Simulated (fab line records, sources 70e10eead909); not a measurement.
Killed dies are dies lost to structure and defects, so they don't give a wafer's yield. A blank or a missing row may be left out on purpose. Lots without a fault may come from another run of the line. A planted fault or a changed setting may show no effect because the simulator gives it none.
Which tool did it? | flow nand_harc | 12 lots, 36 wafers sampled, at 1 step of a route of 1159

WHAT THE GAUGES READ, wafer by wafer
NHARC_A_M1_INSPECT_27.
lot  | measured     | on                | raw_defect_count
L074 | day 17 23:13 | defect_inspect-02 | 441 432 407
L077 | day 18 06:20 | defect_inspect-01 | 458 352 448
L076 | day 18 21:01 | defect_inspect-01 | 420 380 431
L082 | day 19 21:52 | defect_inspect-01 | 298 398 372
L084 | day 20 03:30 | defect_inspect-02 | 331 312 340
L088 | day 20 23:32 | defect_inspect-01 | 462 422 477
L085 | day 21 00:37 | defect_inspect-02 | 627 426 369
L091 | day 21 18:07 | defect_inspect-01 | 376 390 307
L089 | day 21 18:36 | defect_inspect-01 | 444 564 387
L092 | day 23 03:16 | defect_inspect-02 | 479 529 503
L096 | day 23 07:29 | defect_inspect-02 | 520 747 488
L097 | day 23 19:42 | defect_inspect-01 | 389 299 437

WHICH TOOL RAN EACH LOT (tool, then ch and the chambers of the sampled wafers, then the start)
The record holds no process step before these readings.

THE ANSWER, worked out from the rows above alone
Rule: what is usual is taken from the lots themselves. Put in order of their means at a reading, lots are off if they are a third of the lots or fewer, leave a main group of 4 or more, and stand apart from it by a gap of 3 or more times the standard deviation of the main group's means; of several such gaps the widest counts. A main group whose means are all the same, to the digits that the tables above print for the reading, isn't used. A lot without any number at a reading at which 4 lots or more have one is off too. The other lots that the step has rows for count as sound.
No lot is off at any reading shown: from this, nothing can be told.

WHAT THE SIMULATOR HAD PUT IN
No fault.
